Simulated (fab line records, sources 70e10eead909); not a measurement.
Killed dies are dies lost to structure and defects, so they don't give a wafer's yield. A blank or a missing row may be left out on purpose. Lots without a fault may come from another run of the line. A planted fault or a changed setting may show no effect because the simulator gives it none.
Which tool did it? | flow nand_harc | 11 lots, 33 wafers sampled, at 6 steps of a route of 1302

WHAT THE GAUGES READ, wafer by wafer
NHARC_END_SORT_01.
lot  | measured     | on        | defect_limited_yield (%)
L980 | day 25 17:05 | prober-02 | 94.5 93.6 94.5
L982 | day 27 08:58 | prober-02 | 95.1 95.1 96.0
L983 | day 27 17:35 | prober-02 | 95.7 95.1 95.4
L985 | day 27 16:50 | prober-01 | 90.5 87.9 90.0
L987 | day 28 22:49 | prober-02 | 87.0 85.7 89.4
L989 | day 28 14:14 | prober-02 | 89.7 88.6 91.3
L990 | day 30 04:52 | prober-01 | 91.7 93.6 91.7
L991 | day 31 05:14 | prober-01 | 95.0 95.9 96.3
L998 | day 33 06:08 | prober-02 | 89.2 90.4 89.5
L999 | day 33 20:31 | prober-01 | 90.8 91.0 92.6
L100 | day 33 15:01 | prober-02 | 92.2 93.1 93.2

WHICH TOOL RAN EACH LOT (tool, then ch and the chambers of the sampled wafers, then the start)
lot  | NHARC_P_M2_DESCUM_14               | NHARC_P_M2_ETCH_15                            | NHARC_P_M2_ECD_22              | NHARC_P_M2_CMP_23             | NHARC_P_M2_DEP_33
L980 | rie_diel-12 ch 1,3, day 7 17:47    | rie_diel-12 ch 1,2,3, day 7 19:15 or earlier  | ecd_cu-02 ch 0,1, day 7 19:15  | cmp-04 ch 0,2,3, day 7 19:56  | pecvd-03 ch 1,2, day 7 20:32
L982 | rie_diel-03 ch 2,3, day 8 12:15    | rie_diel-03 ch 0,1,2, day 8 13:39 or earlier  | ecd_cu-02 ch 0,1, day 8 13:39  | cmp-01 ch 0,2, day 8 14:24    | pecvd-04 ch 0,2, day 8 14:59
L983 | rie_diel-03 ch 0,3, day 9 06:04    | rie_diel-03 ch 0,1,3, day 9 07:26 or earlier  | ecd_cu-01 ch 0,1, day 9 07:26  | cmp-02 ch 0,2,3, day 9 08:13  | pecvd-01 ch 0,1,2, day 9 08:52
L985 | rie_diel-03 ch 0,2, day 9 18:23    | rie_diel-03 ch 0,1,2, day 9 19:51 or earlier  | ecd_cu-02 ch 0,1, day 9 19:51  | cmp-02 ch 0,1,2, day 9 20:33  | pecvd-03 ch 0,2, day 9 21:08
L987 | rie_diel-06 ch 2,3, day 10 22:10   | rie_diel-06 ch 2,3, day 10 23:36 or earlier   | ecd_cu-02 ch 0,1, day 10 23:36 | cmp-04 ch 0,1, day 11 00:16   | pecvd-03 ch 0,1, day 11 00:56
L989 | rie_diel-06 ch 1,2, day 11 07:27   | rie_diel-06 ch 2,3, day 11 09:07 or earlier   | ecd_cu-01 ch 0,1, day 11 09:07 | cmp-01 ch 0,2,3, day 11 09:52 | pecvd-04 ch 0,2, day 11 10:27
L990 | rie_diel-12 ch 0,1, day 11 14:36   | rie_diel-12 ch 1,2, day 11 16:05 or earlier   | ecd_cu-02 ch 0,1, day 11 16:05 | cmp-04 ch 0,3, day 11 16:43   | pecvd-03 ch 0,1,2, day 11 17:28
L991 | rie_diel-03 ch 0,1, day 12 11:22   | rie_diel-03 ch 0,1, day 12 12:49 or earlier   | ecd_cu-02 ch 0,1, day 12 12:49 | cmp-02 ch 0,3, day 12 13:29   | pecvd-03 ch 0,1, day 12 14:11
L998 | rie_diel-12 ch 1,2,3, day 15 07:02 | rie_diel-12 ch 1,2,3, day 15 08:31 or earlier | ecd_cu-01 ch 0,1, day 15 08:31 | cmp-02 ch 0,1,2, day 15 09:37 | pecvd-03 ch 0,1, day 15 10:11
L999 | rie_diel-03 ch 2,3, day 15 16:09   | rie_diel-03 ch 1,3, day 15 17:47 or earlier   | ecd_cu-01 ch 0,1, day 15 17:47 | cmp-04 ch 2,3, day 15 18:23   | pecvd-01 ch 0,1, day 15 19:04
L100 | rie_diel-12 ch 0,1,2, day 16 00:19 | rie_diel-12 ch 0,1,2, day 16 02:10 or earlier | ecd_cu-01 ch 0,1, day 16 02:10 | cmp-04 ch 2,3, day 16 02:59   | pecvd-01 ch 1,2, day 16 03:39
- NHARC_P_M2_DESCUM_14: chemistry O2, time 3 s.
- NHARC_P_M2_ETCH_15: etches the open film in C4F8/Ar, target depth 182.5 nm, time 91.2 s.
- NHARC_P_M2_ECD_22: material Cu, target thk 400 nm.
- NHARC_P_M2_CMP_23: polishes, t overpolish 20 s, target thk 144.3 nm.
- NHARC_P_M2_DEP_33: deposits SiCN, target thk 30 nm.

THE ANSWER, worked out from the rows above alone
Rule: what is usual is taken from the lots themselves. Put in order of their means at a reading, lots are off if they are a third of the lots or fewer, leave a main group of 4 or more, and stand apart from it by a gap of 3 or more times the standard deviation of the main group's means; of several such gaps the widest counts. A main group whose means are all the same, to the digits that the tables above print for the reading, isn't used. A lot without any number at a reading at which 4 lots or more have one is off too. The other lots that the step has rows for count as sound.
No lot is off at any reading shown: from this, nothing can be told.

WHAT THE SIMULATOR HAD PUT IN
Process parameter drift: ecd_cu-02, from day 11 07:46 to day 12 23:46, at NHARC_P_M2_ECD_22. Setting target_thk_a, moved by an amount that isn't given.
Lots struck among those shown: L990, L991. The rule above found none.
